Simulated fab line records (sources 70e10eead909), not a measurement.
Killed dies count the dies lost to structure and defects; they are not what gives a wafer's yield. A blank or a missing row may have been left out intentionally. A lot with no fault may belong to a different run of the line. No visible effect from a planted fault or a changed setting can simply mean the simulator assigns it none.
Matching of chambers || flow nand_harc || NHARC_A_WL_FILL_ALD_00 on ald_hk-02 has 4 sister chambers
The step deposits Al2O3, target thk 3 nm, pulse time 3 s, ald cycles 30. 7 wafers are shown with their chamber, then 7 later ones without.

== WAFERS PAIRED WITH THEIR CHAMBERS ==
{"wafer": "L255.1", "chamber": 0, "heater_power_w (W)": 526, "precursor_pulse_height_rel": 0.994}
{"wafer": "L255.2", "chamber": 1, "heater_power_w (W)": 482, "precursor_pulse_height_rel": 1.039}
{"wafer": "L257.1", "chamber": 1, "heater_power_w (W)": 481, "precursor_pulse_height_rel": 1.004}
{"wafer": "L257.2", "chamber": 2, "heater_power_w (W)": 483, "precursor_pulse_height_rel": 0.996}
{"wafer": "L257.5", "chamber": 3, "heater_power_w (W)": 477, "precursor_pulse_height_rel": 0.980}
{"wafer": "L261.2", "chamber": 0, "heater_power_w (W)": 527, "precursor_pulse_height_rel": 0.976}
{"wafer": "L261.4", "chamber": 2, "heater_power_w (W)": 450, "precursor_pulse_height_rel": 1.005}

== WAFERS WITH NO CHAMBER GIVEN ==
{"wafer": "L261.6", "heater_power_w (W)": 491, "precursor_pulse_height_rel": 1.006}
{"wafer": "L264.2", "heater_power_w (W)": 532, "precursor_pulse_height_rel": 0.982}
{"wafer": "L264.3", "heater_power_w (W)": 479, "precursor_pulse_height_rel": 0.991}
{"wafer": "L264.5", "heater_power_w (W)": 466, "precursor_pulse_height_rel": 0.996}
{"wafer": "L267.2", "heater_power_w (W)": 485, "precursor_pulse_height_rel": 0.947}
{"wafer": "L267.3", "heater_power_w (W)": 534, "precursor_pulse_height_rel": 0.981}
{"wafer": "L267.6", "heater_power_w (W)": 457, "precursor_pulse_height_rel": 1.007}

== WHICH CHAMBER EACH WENT THROUGH ==
{"wafer": "L261.6", "from the rows above": "can't be placed: 1 or 2 or 3 or 0", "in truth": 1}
{"wafer": "L264.2", "from the rows above": 0, "in truth": 0}
{"wafer": "L264.3", "from the rows above": "can't be placed: 3 or 2 or 1", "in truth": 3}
{"wafer": "L264.5", "from the rows above": "can't be placed: 2 or 3 or 1", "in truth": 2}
{"wafer": "L267.2", "from the rows above": "can't be placed: 3 or 2 or 0", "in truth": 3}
{"wafer": "L267.3", "from the rows above": 0, "in truth": 0}
{"wafer": "L267.6", "from the rows above": "can't be placed: 2 or 1 or 3", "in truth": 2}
Placed correctly: 2 of 7. Unplaceable from these rows: 5, with the true chamber sitting among the candidates in 5. Number placed wrongly: 0.
How it was worked out, from the rows above alone: a wafer's distance from a chamber is the root of the sum, over the readings, of the square of ((its reading less the chamber's mean) divided by the reading's scatter). If the next closest chamber is less than 2 further off than the closest, the wafer can't be placed; otherwise it belongs to the closest. Each chamber's mean is taken over the wafers shown for it. How the scatter is found: for the shown wafers, subtract from each reading the mean of its chamber, square and add these, divide the total by (wafers less chambers), then take the root.
